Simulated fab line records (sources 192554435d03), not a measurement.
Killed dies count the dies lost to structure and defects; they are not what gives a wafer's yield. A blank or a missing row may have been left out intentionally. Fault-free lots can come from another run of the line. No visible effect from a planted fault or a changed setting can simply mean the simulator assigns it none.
Split-lot study / flow n5_finfet / on a route of 1938 steps: 7 lots, 21 wafers read

THE SPLIT
At N5_BEOL_M7_PECVD_70 (deposits SiO2 from TEOS/O2, target thk 20 nm, time 22.7 s), the setting temp_c was moved away from the recipe's 400 C on 11 of the 21 wafers read, by -3.6% to +3.8%. For the rest of the wafers, this setting stayed at what the recipe calls for.

FROM THE SPLIT TO THE READING: what the file shows between them, 3 steps
- N5_BEOL_M7_HM_DEP_02: deposits TiN, target thk 20 nm
- N5_BEOL_M7_COAT_59: time 60 s, resist thk 100 nm
- N5_BEOL_M7_STRIP_80: strips in N2/H2, time 10 s

THE READING
SiO2_of_BEOL_M7_PECVD_70.thk_nm (the simulator's own value, which no gauge read), in nm, at N5_BEOL_M7_HM_STRIP_39 (strips TiN in peroxide tin strip, target depth 25 nm, time 158 s). No usual value for it is given in the file. Average 19.6 nm, standard deviation 0.37 nm, over the 10 wafers here run with the recipe.

wafer=L076.1; tool, chamber at the split=pecvd-03, 0; temp_c as run, C=400; against the recipe=recipe; SiO2_of_BEOL_M7_PECVD_70.thk_nm, nm=19.4; against lot-mates on the recipe=-
wafer=L076.2; tool, chamber at the split=pecvd-03, 2; temp_c as run, C=411.2; against the recipe=+2.8%; SiO2_of_BEOL_M7_PECVD_70.thk_nm, nm=18; against lot-mates on the recipe=-1.4
wafer=L076.4; tool, chamber at the split=pecvd-03, 1; temp_c as run, C=411.2; against the recipe=+2.8%; SiO2_of_BEOL_M7_PECVD_70.thk_nm, nm=18.6; against lot-mates on the recipe=-0.8
wafer=L079.1; tool, chamber at the split=pecvd-02, 2; temp_c as run, C=389.7; against the recipe=-2.6%; SiO2_of_BEOL_M7_PECVD_70.thk_nm, nm=21; against lot-mates on the recipe=+1.2
wafer=L079.3; tool, chamber at the split=pecvd-02, 0; temp_c as run, C=400; against the recipe=recipe; SiO2_of_BEOL_M7_PECVD_70.thk_nm, nm=19.8; against lot-mates on the recipe=-
wafer=L079.6; tool, chamber at the split=pecvd-02, 2; temp_c as run, C=389.7; against the recipe=-2.6%; SiO2_of_BEOL_M7_PECVD_70.thk_nm, nm=21.2; against lot-mates on the recipe=+1.4
wafer=L083.3; tool, chamber at the split=pecvd-02, 0; temp_c as run, C=400; against the recipe=recipe; SiO2_of_BEOL_M7_PECVD_70.thk_nm, nm=20; against lot-mates on the recipe=-
wafer=L083.5; tool, chamber at the split=pecvd-02, 2; temp_c as run, C=405.7; against the recipe=+1.4%; SiO2_of_BEOL_M7_PECVD_70.thk_nm, nm=19.2; against lot-mates on the recipe=-0.8
wafer=L083.6; tool, chamber at the split=pecvd-02, 0; temp_c as run, C=405.7; against the recipe=+1.4%; SiO2_of_BEOL_M7_PECVD_70.thk_nm, nm=19.4; against lot-mates on the recipe=-0.6
wafer=L088.2; tool, chamber at the split=pecvd-02, 1; temp_c as run, C=400; against the recipe=recipe; SiO2_of_BEOL_M7_PECVD_70.thk_nm, nm=19.8; against lot-mates on the recipe=-
wafer=L088.3; tool, chamber at the split=pecvd-02, 2; temp_c as run, C=415.2; against the recipe=+3.8%; SiO2_of_BEOL_M7_PECVD_70.thk_nm, nm=17.2; against lot-mates on the recipe=-2.3
wafer=L088.4; tool, chamber at the split=pecvd-02, 2; temp_c as run, C=400; against the recipe=recipe; SiO2_of_BEOL_M7_PECVD_70.thk_nm, nm=19.2; against lot-mates on the recipe=-
wafer=L091.1; tool, chamber at the split=pecvd-04, 1; temp_c as run, C=385.5; against the recipe=-3.6%; SiO2_of_BEOL_M7_PECVD_70.thk_nm, nm=21.6; against lot-mates on the recipe=no lot-mate on the recipe
wafer=L091.4; tool, chamber at the split=pecvd-04, 2; temp_c as run, C=385.5; against the recipe=-3.6%; SiO2_of_BEOL_M7_PECVD_70.thk_nm, nm=21.8; against lot-mates on the recipe=no lot-mate on the recipe
wafer=L091.5; tool, chamber at the split=pecvd-04, 1; temp_c as run, C=385.5; against the recipe=-3.6%; SiO2_of_BEOL_M7_PECVD_70.thk_nm, nm=22; against lot-mates on the recipe=no lot-mate on the recipe
wafer=L096.3; tool, chamber at the split=pecvd-03, 0; temp_c as run, C=400; against the recipe=recipe; SiO2_of_BEOL_M7_PECVD_70.thk_nm, nm=18.8; against lot-mates on the recipe=-
wafer=L096.5; tool, chamber at the split=pecvd-03, 0; temp_c as run, C=400; against the recipe=recipe; SiO2_of_BEOL_M7_PECVD_70.thk_nm, nm=19.4; against lot-mates on the recipe=-
wafer=L096.6; tool, chamber at the split=pecvd-03, 1; temp_c as run, C=392.6; against the recipe=-1.8%; SiO2_of_BEOL_M7_PECVD_70.thk_nm, nm=20.8; against lot-mates on the recipe=+1.7
wafer=L097.2; tool, chamber at the split=pecvd-04, 0; temp_c as run, C=400; against the recipe=recipe; SiO2_of_BEOL_M7_PECVD_70.thk_nm, nm=19.4; against lot-mates on the recipe=-
wafer=L097.4; tool, chamber at the split=pecvd-04, 2; temp_c as run, C=400; against the recipe=recipe; SiO2_of_BEOL_M7_PECVD_70.thk_nm, nm=19.8; against lot-mates on the recipe=-
wafer=L097.5; tool, chamber at the split=pecvd-04, 0; temp_c as run, C=400; against the recipe=recipe; SiO2_of_BEOL_M7_PECVD_70.thk_nm, nm=20; against lot-mates on the recipe=-

FIT RESULTS
A straight line over all 21 wafers: SiO2_of_BEOL_M7_PECVD_70.thk_nm changes by -0.561 nm for each +1% of temp_c; r = -0.96; the points scatter about the line by 0.35 nm.
The same after taking each lot's own level away (the mean of its wafers on the recipe; 18 wafers): -0.532 nm for each +1%; r = -0.95; scatter 0.32 nm.
The reading moves by 2 nm for the largest change in temp_c, on that fit.
Across the lots, their own levels run from 19.10 to 20.00 nm, a range of 2.5 times the standard deviation given above.
Consequently the slope shifts little with the lot-to-lot level, the two slopes agreeing.
Check: for one of the wafers moved furthest among these (+3.8%), held out of the fit, the line's prediction against its lot-mates is -1.81 nm. It came out at -2.3 nm against them.

ADDITIONAL SPLITS CARRIED BY THESE WAFERS
These wafers also went through other splits before the reading. Each is held against what the fit with the lots' levels taken away leaves over:
other split on the same wafers=N5_BEOL_M1_HM_DEP_02 target_thk_a; wafers away from the commonest value=9; r with SiO2_of_BEOL_M7_PECVD_70.thk_nm (lot level and that fit taken away)=-0.25
other split on the same wafers=N5_BEOL_M2_SPUTTER_48 time_s; wafers away from the commonest value=11; r with SiO2_of_BEOL_M7_PECVD_70.thk_nm (lot level and that fit taken away)=+0.01
other split on the same wafers=N5_BEOL_M3_ETCH_41 target_depth_a; wafers away from the commonest value=10; r with SiO2_of_BEOL_M7_PECVD_70.thk_nm (lot level and that fit taken away)=-0.18
other split on the same wafers=N5_BEOL_M4_ETCH_70 time_s; wafers away from the commonest value=7; r with SiO2_of_BEOL_M7_PECVD_70.thk_nm (lot level and that fit taken away)=-0.23
other split on the same wafers=N5_BEOL_M4_TRENCH_ETCH_37 source_w; wafers away from the commonest value=5; r with SiO2_of_BEOL_M7_PECVD_70.thk_nm (lot level and that fit taken away)=+0.26
other split on the same wafers=N5_BEOL_M6_ALD_77 ald_cycles; wafers away from the commonest value=8; r with SiO2_of_BEOL_M7_PECVD_70.thk_nm (lot level and that fit taken away)=-0.32
other split on the same wafers=N5_BEOL_M7_ILD_DEP_00 time_s; wafers away from the commonest value=6; r with SiO2_of_BEOL_M7_PECVD_70.thk_nm (lot level and that fit taken away)=+0.60

THE WHOLE CHAIN: every reading that the file lists as answering this split, in the file's order
step=N5_BEOL_M7_PECVD_70; what it does=deposits SiO2 from TEOS/O2, target thk 20 nm, time 22.7 s; reading=SiO2_of_BEOL_M7_PECVD_70.thk_nm (the simulator's own value, which no gauge read); change (the file's fit)=-0.57 nm for each +1% of the setting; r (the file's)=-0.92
step=N5_BEOL_M7_HM_STRIP_39; what it does=strips TiN in peroxide tin strip, target depth 25 nm, time 158 s; reading=SiO2_of_BEOL_M7_PECVD_70.thk_nm (the simulator's own value, which no gauge read); change (the file's fit)=-0.562 nm for each +1% of the setting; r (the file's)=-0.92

THE FILE'S OWN FIT
SiO2_of_BEOL_M7_PECVD_70.thk_nm changes by -0.562 nm for each +1% of temp_c, r = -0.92.
